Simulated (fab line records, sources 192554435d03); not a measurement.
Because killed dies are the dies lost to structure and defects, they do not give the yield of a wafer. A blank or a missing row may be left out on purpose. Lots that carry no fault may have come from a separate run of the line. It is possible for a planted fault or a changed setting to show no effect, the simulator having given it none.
Check for tools in common + flow n5_finfet + Sample size 9 lots and 27 wafers

## REASON IT WAS OPENED
Flagged at N5_BEOL_M0_SAQP_CD_MEAS_25: reading cd_nm, on 3 of 9 lots. No-fault wafers: 12.75 nm, standard deviation 0.23.
Rule: flag the lot when none of its wafers has a number, or when each of its wafers that has one lies beyond 4 standard deviations from that mean. As for the other lots, they are considered sound.

| lot  | measured     | on        | cd_nm (nm), wafer by wafer | flag    |
|------|--------------|-----------|----------------------------|---------|
| L526 | day 5 12:38  | cd_sem-03 | 12.85 12.57 12.75          |         |
| L533 | day 7 07:20  | cd_sem-01 | 12.41 12.48 13.05          |         |
| L534 | day 7 13:32  | cd_sem-02 | 12.94 12.87 12.66          |         |
| L535 | day 7 18:32  | cd_sem-03 | 4.05 4.13 3.70             | FLAGGED |
| L536 | day 7 21:35  | cd_sem-03 | 3.79 3.56 3.56             | FLAGGED |
| L537 | day 8 05:47  | cd_sem-01 | 4.04 3.82 3.80             | FLAGGED |
| L546 | day 10 15:35 | cd_sem-01 | 12.74 12.60 12.65          |         |
| L548 | day 11 06:22 | cd_sem-03 | 12.56 12.83 12.85          |         |
| L549 | day 11 08:44 | cd_sem-02 | 11.96 13.03 12.41          |         |
The mean of the flagged lots' numbers is 3.83 nm, -8.92 nm from the usual (-39 standard deviations).

## LOT BY LOT: THE TOOL USED
2 process steps preceding the reading are held in the record, out of 1938 steps in the route. Cell contents, in order: the tool; ch with the chambers the sampled wafers went through; the start.
| lot  | flag    | N5_BEOL_M0_SAQP_PECVD_96        | N5_BEOL_M0_SAQP_SPACER1_ALD_98   |
|------|---------|---------------------------------|----------------------------------|
| L526 |         | pecvd-02 ch 0,1,2, day 5 08:43  | ald_sin-03 ch 1,2, day 5 11:58   |
| L533 |         | pecvd-02 ch 0,1,2, day 7 04:32  | ald_sin-03 ch 1,2, day 7 06:38   |
| L534 |         | pecvd-04 ch 1,2, day 7 11:15    | ald_sin-03 ch 0,1,2, day 7 12:51 |
| L535 | FLAGGED | pecvd-04 ch 1,2, day 7 15:31    | ald_sin-03 ch 0,1,2, day 7 17:52 |
| L536 | FLAGGED | pecvd-02 ch 0,2, day 7 19:10    | ald_sin-03 ch 0,2,3, day 7 20:48 |
| L537 | FLAGGED | pecvd-04 ch 0,1, day 8 03:17    | ald_sin-03 ch 0,3, day 8 05:07   |
| L546 |         | pecvd-04 ch 0,1, day 10 11:43   | ald_sin-01 ch 0,3, day 10 14:55  |
| L548 |         | pecvd-04 ch 0,1,2, day 11 02:38 | ald_sin-04 ch 0,1, day 11 05:35  |
| L549 |         | pecvd-03 ch 0,1,2, day 11 06:25 | ald_sin-03 ch 0,1, day 11 08:03  |
What is done by these steps:
- N5_BEOL_M0_SAQP_PECVD_96: deposits a-Si from SiH4/He, target thk 45 nm, time 45.2 s.
- N5_BEOL_M0_SAQP_SPACER1_ALD_98: deposits SiO2, target thk 12.8 nm, pulse time 1 s, purge time 2 s.
- N5_BEOL_M0_SAQP_CD_MEAS_25: target cd 13.1 nm.

## FLAGGED OVER TOTAL, TOOL BY TOOL (the gauges that took the reading come last)
| step                           | tool       | lots run | flagged | share of the flagged lots | sound lots run after its first flagged lot |
|--------------------------------|------------|----------|---------|---------------------------|--------------------------------------------|
| N5_BEOL_M0_SAQP_PECVD_96       | pecvd-02   | 3        | 1       | some                      | 0                                          |
| N5_BEOL_M0_SAQP_PECVD_96       | pecvd-03   | 1        | 0       | none                      | -                                          |
| N5_BEOL_M0_SAQP_PECVD_96       | pecvd-04   | 5        | 2       | some                      | 2 (L546,L548)                              |
| N5_BEOL_M0_SAQP_SPACER1_ALD_98 | ald_sin-01 | 1        | 0       | none                      | -                                          |
| N5_BEOL_M0_SAQP_SPACER1_ALD_98 | ald_sin-03 | 7        | 3       | all                       | 1 (L549)                                   |
| N5_BEOL_M0_SAQP_SPACER1_ALD_98 | ald_sin-04 | 1        | 0       | none                      | -                                          |
| N5_BEOL_M0_SAQP_CD_MEAS_25     | cd_sem-01  | 3        | 1       | some                      | 1 (L546)                                   |
| N5_BEOL_M0_SAQP_CD_MEAS_25     | cd_sem-02  | 2        | 0       | none                      | -                                          |
| N5_BEOL_M0_SAQP_CD_MEAS_25     | cd_sem-03  | 4        | 2       | some                      | 1 (L548)                                   |

## THE TABLE: WHAT IT ALLOWS
All flagged lots share 1 row of the table, namely ald_sin-03 at N5_BEOL_M0_SAQP_SPACER1_ALD_98.
- ald_sin-03 at N5_BEOL_M0_SAQP_SPACER1_ALD_98 ran 7 lots, 3 of them flagged. Sound lots ran on it after the first flagged one (L549), which a lasting fault on the whole tool wouldn't allow.
None of the table's rows ran every flagged lot and, after the first, no sound lot.

## WHAT THE SIMULATOR HAD PUT IN
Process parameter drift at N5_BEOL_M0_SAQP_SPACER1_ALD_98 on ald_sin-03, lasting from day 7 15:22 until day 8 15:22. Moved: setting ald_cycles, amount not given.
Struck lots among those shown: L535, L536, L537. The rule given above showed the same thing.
